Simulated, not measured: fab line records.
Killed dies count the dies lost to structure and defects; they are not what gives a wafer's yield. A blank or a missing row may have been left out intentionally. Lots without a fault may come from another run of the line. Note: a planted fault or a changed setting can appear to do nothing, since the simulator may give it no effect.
Matching of chambers || flow n5 finfet || N5_BEOL_M5_ETCH_61 on rie diel-02: 4 sister chambers
The step etches SiARC in CF4, target depth 15.6 nm, time 26 s. 18 wafers are shown with their chamber, then 9 later ones without.

## EACH WAFER AND ITS CHAMBER
{"wafer": "L074.3", "chamber": 2, "showerhead plenum p Torr (Torr)": 2.04, "drypump motor current A (A)": 5.8, "throttle valve pct (%)": 16.0}
{"wafer": "L074.4", "chamber": 3, "showerhead plenum p Torr (Torr)": 2.26, "drypump motor current A (A)": 5.4, "throttle valve pct (%)": 15.3}
{"wafer": "L074.5", "chamber": 2, "showerhead plenum p Torr (Torr)": 2.04, "drypump motor current A (A)": 5.8, "throttle valve pct (%)": 16.1}
{"wafer": "L079.2", "chamber": 1, "showerhead plenum p Torr (Torr)": 2.16, "drypump motor current A (A)": 4.8, "throttle valve pct (%)": 16.0}
{"wafer": "L079.3", "chamber": 3, "showerhead plenum p Torr (Torr)": 2.26, "drypump motor current A (A)": 5.4, "throttle valve pct (%)": 15.3}
{"wafer": "L079.4", "chamber": 3, "showerhead plenum p Torr (Torr)": 2.26, "drypump motor current A (A)": 5.4, "throttle valve pct (%)": 15.3}
{"wafer": "L080.2", "chamber": 2, "showerhead plenum p Torr (Torr)": 2.04, "drypump motor current A (A)": 5.9, "throttle valve pct (%)": 16.1}
{"wafer": "L080.4", "chamber": 1, "showerhead plenum p Torr (Torr)": 2.16, "drypump motor current A (A)": 4.8, "throttle valve pct (%)": 16.0}
{"wafer": "L080.5", "chamber": 2, "showerhead plenum p Torr (Torr)": 2.04, "drypump motor current A (A)": 5.9, "throttle valve pct (%)": 16.1}
{"wafer": "L088.1", "chamber": 0, "showerhead plenum p Torr (Torr)": 2.09, "drypump motor current A (A)": 5.8, "throttle valve pct (%)": 15.8}
{"wafer": "L088.5", "chamber": 3, "showerhead plenum p Torr (Torr)": 2.25, "drypump motor current A (A)": 5.4, "throttle valve pct (%)": 15.4}
{"wafer": "L088.6", "chamber": 0, "showerhead plenum p Torr (Torr)": 2.09, "drypump motor current A (A)": 5.8, "throttle valve pct (%)": 15.8}
{"wafer": "L090.2", "chamber": 0, "showerhead plenum p Torr (Torr)": 2.09, "drypump motor current A (A)": 5.8, "throttle valve pct (%)": 15.8}
{"wafer": "L090.3", "chamber": 3, "showerhead plenum p Torr (Torr)": 2.25, "drypump motor current A (A)": 5.4, "throttle valve pct (%)": 15.4}
{"wafer": "L090.6", "chamber": 0, "showerhead plenum p Torr (Torr)": 2.09, "drypump motor current A (A)": 5.8, "throttle valve pct (%)": 15.8}
{"wafer": "L092.3", "chamber": 3, "showerhead plenum p Torr (Torr)": 2.25, "drypump motor current A (A)": 5.4, "throttle valve pct (%)": 15.4}
{"wafer": "L092.5", "chamber": 2, "showerhead plenum p Torr (Torr)": 2.04, "drypump motor current A (A)": 5.8, "throttle valve pct (%)": 16.1}
{"wafer": "L092.6", "chamber": 3, "showerhead plenum p Torr (Torr)": 2.25, "drypump motor current A (A)": 5.4, "throttle valve pct (%)": 15.4}

SIGNATURES (averages over the wafers above)
{"reading": "showerhead plenum p Torr", "chamber 0": 2.0900, "chamber 1": 2.1600, "chamber 2": 2.0400, "chamber 3": 2.2543, "scatter within a chamber": 0.0035}
{"reading": "drypump motor current A", "chamber 0": 5.800, "chamber 1": 4.800, "chamber 2": 5.840, "chamber 3": 5.400, "scatter within a chamber": 0.0293}
{"reading": "throttle valve pct", "chamber 0": 15.800, "chamber 1": 16.000, "chamber 2": 16.080, "chamber 3": 15.357, "scatter within a chamber": 0.0424}
Rule: a wafer's distance from a chamber is the root of the sum, over the readings, of the square of ((its reading less the chamber's mean) divided by the reading's scatter). The wafer belongs to the nearest chamber; if the next one is less than 2 further off, it can't be placed. The scatter: take each reading less its chamber's mean, square it, sum over the shown wafers, divide by the number of wafers less the number of chambers, and take the root.

## WAFERS MISSING THEIR CHAMBER
{"wafer": "L093.1", "showerhead plenum p Torr (Torr)": 2.08, "drypump motor current A (A)": 5.8, "throttle valve pct (%)": 15.8}
{"wafer": "L093.3", "showerhead plenum p Torr (Torr)": 2.25, "drypump motor current A (A)": 5.4, "throttle valve pct (%)": 15.4}
{"wafer": "L093.6", "showerhead plenum p Torr (Torr)": 2.25, "drypump motor current A (A)": 5.4, "throttle valve pct (%)": 15.4}
{"wafer": "L095.1", "showerhead plenum p Torr (Torr)": 2.15, "drypump motor current A (A)": 4.8, "throttle valve pct (%)": 16.0}
{"wafer": "L095.3", "showerhead plenum p Torr (Torr)": 2.08, "drypump motor current A (A)": 5.8, "throttle valve pct (%)": 15.8}
{"wafer": "L095.6", "showerhead plenum p Torr (Torr)": 2.08, "drypump motor current A (A)": 5.8, "throttle valve pct (%)": 15.8}
{"wafer": "L097.2", "showerhead plenum p Torr (Torr)": 2.29, "drypump motor current A (A)": 5.8, "throttle valve pct (%)": 15.7}
{"wafer": "L097.3", "showerhead plenum p Torr (Torr)": 2.15, "drypump motor current A (A)": 4.8, "throttle valve pct (%)": 16.0}
{"wafer": "L097.6", "showerhead plenum p Torr (Torr)": 2.24, "drypump motor current A (A)": 5.4, "throttle valve pct (%)": 15.4}

## THE CHAMBER EACH PASSED THROUGH
{"wafer": "L093.1", "from the rows above": 0, "in truth": 0}
{"wafer": "L093.3", "from the rows above": 3, "in truth": 3}
{"wafer": "L093.6", "from the rows above": 3, "in truth": 3}
{"wafer": "L095.1", "from the rows above": 1, "in truth": 1}
{"wafer": "L095.3", "from the rows above": 0, "in truth": 0}
{"wafer": "L095.6", "from the rows above": 0, "in truth": 0}
{"wafer": "L097.2", "from the rows above": 3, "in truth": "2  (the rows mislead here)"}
{"wafer": "L097.3", "from the rows above": 1, "in truth": 1}
{"wafer": "L097.6", "from the rows above": 3, "in truth": 3}
Correctly placed: 8 of 9. Not placeable from these rows: 0. Placed wrongly: 1.
